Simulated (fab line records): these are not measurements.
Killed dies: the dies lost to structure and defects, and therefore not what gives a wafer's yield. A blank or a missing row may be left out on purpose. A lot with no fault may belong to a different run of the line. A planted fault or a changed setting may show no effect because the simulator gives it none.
A struck lot beside a sound one    flow nand-harc    14 out of 1302 route steps
Sound: wafers L811.2, L811.5, L811.6. Struck: wafers L808.2, L808.5 (left out: L808.1, a lot-mate that was not struck); the cause follows at the end.
Per side, at each step with rows, come the tool, then ch with its chambers, and then its first start. Under that, the readings that differ: sound wafers    struck wafers    difference of the means    sigmas: that difference in standard deviations of wafers without a fault.
alike: readings with means less than 2 such deviations apart, plus words and numbers identical on both sides. not compared: withheld readings, readings lacking a value on some wafer, bounds such as >300 that could conceal the same value, and numbers that have no deviation in the record and whose values overlap.
Wherever a step has rows on one side only, a row that says differs or no value, or a row with sigmas, the two part there. Non-overlapping numbers with no deviation appear without sigmas and do not part them. A reading that every wafer of one side lacks parts them only if that side has two wafers or more.

NHARC_A_SOURCE_PLATE_THK_MEAS_06: measures by ellipsometry.
  sound: film-metro-02 at day 13 20:46; struck: film-metro-02 at day 12 11:45
  alike: thk-nm
NHARC_A_SOURCE_PLATE_INSPECT_08:
  sound: defect-inspect-02 at day 13 20:49; struck: defect-inspect-02 at day 12 11:50
  alike: raw-defect-count
after that, 1 step with no rows for these wafers: NHARC_A_ONON_D1_DEP_00 (target thk 1000 nm).
NHARC_A_ONON_D1_THK_MEAS_02: measures by ellipsometry.
  sound: film-metro-02 at day 13 21:24; struck: film-metro-01 at day 12 12:24
  alike: thk-nm
after that, 1 step with no rows for these wafers: NHARC_A_ONON_D1_DEP_03 (target thk 1000 nm).
NHARC_A_ONON_D1_THK_MEAS_05: measures by ellipsometry.
  sound: film-metro-02 at day 13 21:58; struck: film-metro-01 at day 12 12:58
  alike: thk-nm
after that, 1 step with no rows for these wafers: NHARC_A_ONON_D1_DEP_06 (target thk 1000 nm).
NHARC_A_ONON_D1_THK_MEAS_08: measures by ellipsometry.
  sound: film-metro-01 at day 13 22:32; struck: film-metro-02 at day 12 13:31
reading      sound           struck   difference  sigmas
thk-nm (nm)  1002 1003 1005  972 971  -32         -3
after that, 1 step with no rows for these wafers: NHARC_A_ONON_D1_DEP_09 (target thk 1000 nm).
NHARC_A_ONON_D1_THK_MEAS_11: measures by ellipsometry.
  sound: film-metro-01 at day 13 23:06; struck: film-metro-01 at day 12 14:05
reading      sound           struck   difference  sigmas
thk-nm (nm)  1008 1005 1005  990 989  -16         -2
NHARC_A_ONON_D1_DEP_12: target thk 1000 nm.
  sound on pecvd-onon-04 ch 0, day 13 23:13; struck on pecvd-onon-02 ch 0, day 12 14:09
  alike: sih4-flow-sccm
NHARC_A_ONON_D1_THK_MEAS_14: measures by ellipsometry.
  sound: film-metro-02 at day 13 23:40; struck: film-metro-01 at day 12 14:39
reading      sound           struck   difference  sigmas
thk-nm (nm)  1009 1007 1010  674 675  -334        -26
then, 1 step without rows for these wafers: NHARC_A_ONON_D1_ANNEAL_15 (time 3600 s).
-- jump in the record: it breaks off in module A_ONON_D1 and resumes in module END (first step shown: number 1302 of the route), and 17 days separate the struck wafers' starts before and after --
NHARC_END_SORT_01:
  only the struck wafers appear in the record here, on prober-02 ch 0 at day 29 14:04; the sound ones have no rows

WHERE THEY PART
Earliest at NHARC_A_ONON_D1_THK_MEAS_08; latest, in this record, at NHARC_END_SORT_01.

WHY: whatever the simulator had introduced
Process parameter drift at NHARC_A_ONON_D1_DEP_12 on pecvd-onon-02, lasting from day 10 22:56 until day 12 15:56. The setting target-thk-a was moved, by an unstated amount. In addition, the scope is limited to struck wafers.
